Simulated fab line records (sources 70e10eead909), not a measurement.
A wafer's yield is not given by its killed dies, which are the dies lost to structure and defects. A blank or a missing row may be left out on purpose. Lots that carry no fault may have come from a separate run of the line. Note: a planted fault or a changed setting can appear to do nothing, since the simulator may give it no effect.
What tool caused it?	flow nand harc	13 lots with 37 wafers sampled at 5 steps, on a route of 1159 steps

== WHAT THE GAUGES SHOWED, per wafer ==
NHARC_END_SORT_01. Usual: killed at array 28, standard deviation 11; killed at other 0.8, standard deviation 1.1; killed at periphery 3.3, standard deviation 2.8; killed dies 32, standard deviation 11; killed open 3.3, standard deviation 1.9; killed short 1.9, standard deviation 1.4.
lot	measured	on	killed at array	killed at other	killed at periphery	killed dies	killed open	killed short	flag
L677	day 19 16:41	prober-01	21 16 7	0 0 3	1 2 4	22 18 14	0 2 1	3 2 2	
L676	day 19 16:32	prober-02	24 21 21	0 0 1	1 1 1	25 22 23	4 3 1	0 0 1	
L678	day 20 01:54	prober-02	8 12 13	1 2 0	10 2 3	19 16 16	3 2 4	0 2 1	
L679	day 20 02:50	prober-01	27 19 23	0 1 0	10 9 12	37 29 35	1 3 1	2 0 3	
L680	day 20 12:46	prober-01	34 21 19	0 0 0	1 3 3	35 24 22	3 2 4	3 2 1	
L681	day 20 12:49	prober-02	18 21 17	2 0 0	2 5 2	22 26 19	2 0 1	2 1 0	
L682	day 20 21:01	prober-02	38 47 35	0 0 0	1 0 2	39 47 37	2 4 0	3 2 6	
L683	day 20 20:59	prober-01	12 6 12	0 1 2	3 3 0	15 10 14	3 4 2	2 1 1	
L688	day 22 11:28	prober-02	483 24	3 0	7 5	493 29	6 3	2 1	OFF
L690	day 22 02:00	prober-02	34 36 40	3 5 4	6 6 1	43 47 45	1 2 0	3 0 3	
L694	day 24 08:58	prober-02	40 39 41	1 1 0	1 0 0	42 40 41	3 1 2	0 1 2	
L697	day 25 02:11	prober-01	32 28 24	0 1 0	4 7 8	36 36 32	1 3 1	2 3 4	

== EACH LOT AND THE TOOL THAT RAN IT (in order: tool; ch and the chambers of the sampled wafers; start) ==
lot	NHARC_A_CONTACT_ETCH_48	NHARC_A_CONTACT_ETCH_111	NHARC_A_CONTACT_ETCH_112	NHARC_A_CONTACT_ETCH_114
L677	rie diel-02 ch 0,2,3, day 16 10:53	har cap etch-02 ch 1, day 16 12:07	har cap etch-02 ch 1, day 16 12:22	har cap etch-02 ch 1, day 16 12:37
L676	rie diel-04 ch 0,1, day 16 11:11	har cap etch-03 ch 0,1, day 16 12:43	har cap etch-03 ch 0,1, day 16 12:55	har cap etch-03 ch 0,1, day 16 13:07
L678	rie diel-07 ch 0,1,3, day 16 22:31	har cap etch-02 ch 0,1, day 16 23:45	har cap etch-02 ch 0,1, day 16 23:55	har cap etch-02 ch 0,1, day 17 00:05
L679	rie diel-02 ch 0,1,2, day 16 23:49	har cap etch-03 ch 0,1, day 17 01:04	har cap etch-03 ch 0,1, day 17 01:13	har cap etch-03 ch 0,1, day 17 01:24
L680	rie diel-07 ch 0,1,3, day 17 07:51	har cap etch-02 ch 0,1, day 17 09:03	har cap etch-02 ch 0,1, day 17 09:14	har cap etch-02 ch 0,1, day 17 09:25
L681	rie diel-07 ch 0,2, day 17 12:10	har cap etch-03 ch 0,1, day 17 13:24	har cap etch-03 ch 0,1, day 17 13:35	har cap etch-03 ch 0,1, day 17 13:46
L682	rie diel-04 ch 1,2, day 18 01:14	har cap etch-03 ch 0,1, day 18 02:40	har cap etch-03 ch 0,1, day 18 02:51	har cap etch-03 ch 0,1, day 18 03:02
L683	rie diel-02 ch 2,3, day 18 05:08	har cap etch-02 ch 0,1, day 18 06:43	har cap etch-02 ch 0,1, day 18 06:55	har cap etch-02 ch 0,1, day 18 07:06
L687	rie diel-04 ch 2, day 18 20:01	har cap etch-01 ch 1, day 18 21:16	har cap etch-01 ch 1, day 18 21:26	har cap etch-01 ch 1, day 18 21:36
L688	rie diel-04 ch 1,3, day 19 05:01	har cap etch-02 ch 1, day 19 06:16	har cap etch-02 ch 1, day 19 06:25	har cap etch-02 ch 1, day 19 06:36
L690	rie diel-07 ch 1,3, day 19 07:20	har cap etch-03 ch 0,1, day 19 08:33	har cap etch-03 ch 0,1, day 19 08:44	har cap etch-03 ch 0,1, day 19 08:55
L694	rie diel-02 ch 0,1,2, day 20 20:22	har cap etch-03 ch 0,1, day 20 21:32	har cap etch-03 ch 0,1, day 20 21:44	har cap etch-03 ch 0,1, day 20 21:55
L697	rie diel-02 ch 0,1,3, day 21 22:10	har cap etch-02 ch 0,1, day 21 23:25	har cap etch-02 ch 0,1, day 21 23:34	har cap etch-02 ch 0,1, day 21 23:44
- NHARC_A_CONTACT_ETCH_48: etches the open film in CF4, target depth 39 nm, time 65 s.
- NHARC_A_CONTACT_ETCH_111: etches the open film in C4F8/O2/Ar, time 140 s, target depth 700 nm.
- NHARC_A_CONTACT_ETCH_112: etches the open film in C4F8/O2/Ar, time 94 s, target depth 922 nm.
- NHARC_A_CONTACT_ETCH_114: etches the open film in C4F8/O2/Ar, time 94 s, target depth 922 nm.

== WHAT THE TOOLS THEMSELVES READ (means of the sampled wafers that have a number; where no wafer has one, the mark that the record gives instead) ==
NHARC_A_CONTACT_ETCH_48. Usual: bias w 100.0 W, standard deviation 0.34; drypump motor current A 5.7 A, standard deviation 0.49; oes product au 1.000 a.u., standard deviation 0.012; rf vpp V 151.0 V, standard deviation 1.1; showerhead plenum p Torr 1.76 Torr, standard deviation 0.06; throttle valve pct 13.284 %, standard deviation 0.0095.
lot	tool	bias w (W)	drypump motor current A (A)	oes product au (a.u.)	rf vpp V (V)	showerhead plenum p Torr (Torr)	throttle valve pct (%)	flag
L677	rie diel-02	99.5	5.7	0.995	151.5	1.74	13.283	
L676	rie diel-04	100.0	5.4	0.994	150.9	1.76	13.284	
L678	rie diel-07	100.2	5.8	1.004	151.6	1.82	13.285	
L679	rie diel-02	100.1	6.0	0.998	149.7	1.74	13.278	
L680	rie diel-07	100.0	5.8	1.007	151.9	1.82	13.279	
L681	rie diel-07	100.1	5.8	1.016	151.7	1.78	13.288	
L682	rie diel-04	100.3	5.7	0.988	151.2	1.78	13.288	
L683	rie diel-02	100.5	5.6	0.986	150.7	1.76	13.275	
L687	rie diel-04	99.8	5.8	0.911	151.4	1.71	13.294	OFF
L688	rie diel-04	100.0	6.1	0.902	152.1	1.82	13.278	OFF
L690	rie diel-07	100.2	6.0	0.988	151.9	1.82	13.278	
L694	rie diel-02	99.8	6.0	1.008	151.3	1.73	13.285	
L697	rie diel-02	99.8	5.8	1.005	150.6	1.71	13.275	

== THE ANSWER, worked out from the rows above alone ==
Rule: lot off if the mean of its wafers having a number is beyond 3 standard deviations from the usual mean. Also off: a lot with no number at a reading for which 4 or more lots have one. All remaining lots with rows at the step are treated as sound. Order of review: gauges by route order, followed by the tools' own readings, for which a lot's mean as printed above is used. The first step at which some lot is off is used, and at that step the reading that is off furthest; a lot without a number counts as furthest.
Off: L688 (NHARC_END_SORT_01, killed dies). Neither off nor sound, because the step has no rows for them: L687.
If a tool, at a process step before that reading, ran all the lots that are off and no sound lot after the first of them, it fits. Not tried: the gauges at NHARC_END_SORT_01; whatever is off there is also off at NHARC_A_CONTACT_ETCH_48, on other tools, and gauge error can't account for it. One fits: NHARC_A_CONTACT_ETCH_48 on rie diel-04. Its last sound lot is L682 (day 18 01:14), its first lot that is off L688 (day 19 05:01): a fault that began between those two fits.
On the lots that are off, the tool's own readings at NHARC_A_CONTACT_ETCH_48 differ by more than 5 times the standard deviation of the sound lots' means, which bears it out; oes product au reads 0.902 a.u. there versus 0.999 a.u. on the sound lots.

== WHAT WAS PUT IN BY THE SIMULATOR ==
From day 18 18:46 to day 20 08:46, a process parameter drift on rie diel-04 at NHARC_A_CONTACT_ETCH_48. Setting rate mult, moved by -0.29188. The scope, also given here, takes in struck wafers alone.
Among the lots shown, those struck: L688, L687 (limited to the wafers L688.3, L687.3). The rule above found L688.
